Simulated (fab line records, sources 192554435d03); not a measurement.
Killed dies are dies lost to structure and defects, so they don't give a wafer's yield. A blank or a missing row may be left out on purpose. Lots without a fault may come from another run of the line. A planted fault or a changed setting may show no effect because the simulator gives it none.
Which tool did it? | flow n5_finfet | 15 lots, 45 wafers sampled, at 2 steps of a route of 1938

WHAT THE GAUGES READ, wafer by wafer
N5_BEOL_M15_CD_MEAS_17: target cd 360 nm.
lot  | measured     | on        | cd_nm (nm)
L559 | day 11 20:05 | cd_sem-01 | 365.4 364.5 364.3
L561 | day 11 23:50 | cd_sem-02 | 365.5 364.9 364.1
L560 | day 12 01:22 | cd_sem-03 | 364.0 361.9 361.3
L562 | day 12 05:25 | cd_sem-01 | 361.4 363.4 361.7
L563 | day 12 23:44 | cd_sem-02 | 362.7 361.4 361.1
L569 | day 14 07:49 | cd_sem-01 | 366.5 363.7 366.1
L570 | day 14 09:32 | cd_sem-02 | 361.8 361.6 358.9
L571 | day 14 21:22 | cd_sem-03 | 363.2 363.5 363.3
L576 | day 15 19:05 | cd_sem-01 | 358.5 356.9 362.1
L577 | day 16 14:07 | cd_sem-01 | 361.4 365.5 360.6
L580 | day 16 17:22 | cd_sem-03 | 362.5 363.7 362.9
L579 | day 17 02:06 | cd_sem-03 | 359.1 356.6 358.9
L578 | day 17 14:11 | cd_sem-01 | 359.1 361.4 357.9
L581 | day 17 22:16 | cd_sem-01 | 362.4 361.5 360.2
L582 | day 18 12:17 | cd_sem-03 | 365.5 360.0 363.1

WHICH TOOL RAN EACH LOT (tool, then ch and the chambers of the sampled wafers, then the start)
lot  | N5_BEOL_M15_ILD_DEP_00
L559 | pecvd-01 ch 0,2, day 11 18:49
L561 | pecvd-02 ch 0,2, day 11 22:42
L560 | pecvd-01 ch 0,1, day 12 00:06
L562 | pecvd-01 ch 0,1,2, day 12 04:09
L563 | pecvd-04 ch 1,2, day 12 22:28
L569 | pecvd-02 ch 0,1,2, day 14 06:32
L570 | pecvd-01 ch 1,2, day 14 08:16
L571 | pecvd-01 ch 1,2, day 14 20:07
L576 | pecvd-04 ch 0,1,2, day 15 17:57
L577 | pecvd-01 ch 0,1,2, day 16 12:50
L580 | pecvd-01 ch 0,1,2, day 16 14:59
L579 | pecvd-02 ch 0,1, day 17 00:46
L578 | pecvd-04 ch 0,2, day 17 12:55
L581 | pecvd-02 ch 0,2, day 17 20:48
L582 | pecvd-04 ch 0,1,2, day 18 11:09
- N5_BEOL_M15_ILD_DEP_00: deposits SiO2 from TEOS/O2, target thk 1629.3 nm, time 346.1 s.

WHAT THE TOOLS THEMSELVES READ (means of the sampled wafers that have a number; where no wafer has one, the mark that the record gives instead)
N5_BEOL_M15_ILD_DEP_00.
lot  | tool     | heater_power_w (W) | showerhead_plenum_p_Torr (Torr) | throttle_valve_pct (%)
L559 | pecvd-01 | 587                | 8.39                            | 18.4
L561 | pecvd-02 | 540                | 8.34                            | 20.1
L560 | pecvd-01 | 599                | 8.35                            | 18.2
L562 | pecvd-01 | 501                | 8.35                            | 17.8
L563 | pecvd-04 | 578                | 8.33                            | 18.5
L569 | pecvd-02 | 567                | 8.35                            | 19.4
L570 | pecvd-01 | 533                | 8.33                            | 17.2
L571 | pecvd-01 | 564                | 8.33                            | 17.1
L576 | pecvd-04 | 564                | 8.33                            | 20.0
L577 | pecvd-01 | 584                | 8.36                            | 18.1
L580 | pecvd-01 | 577                | 8.37                            | 17.9
L579 | pecvd-02 | 560                | 8.34                            | 17.6
L578 | pecvd-04 | 620                | 8.30                            | 19.3
L581 | pecvd-02 | 605                | 8.33                            | 17.9
L582 | pecvd-04 | 604                | 8.33                            | 20.0

THE ANSWER, worked out from the rows above alone
Rule: what is usual is taken from the lots themselves. Put in order of their means at a reading, lots are off if they are a third of the lots or fewer, leave a main group of 4 or more, and stand apart from it by a gap of 3 or more times the standard deviation of the main group's means; of several such gaps the widest counts. A main group whose means are all the same, to the digits that the tables above print for the reading, isn't used. A lot without any number at a reading at which 4 lots or more have one is off too. The other lots that the step has rows for count as sound. The gauges are gone through in route order, then the tools' own readings, and for those a lot's mean is taken as printed above. The first step at which some lot is off is used, and at that step the reading that is off furthest; a lot without a number counts as furthest.
No lot is off at any reading shown: from this, nothing can be told.

WHAT THE SIMULATOR HAD PUT IN
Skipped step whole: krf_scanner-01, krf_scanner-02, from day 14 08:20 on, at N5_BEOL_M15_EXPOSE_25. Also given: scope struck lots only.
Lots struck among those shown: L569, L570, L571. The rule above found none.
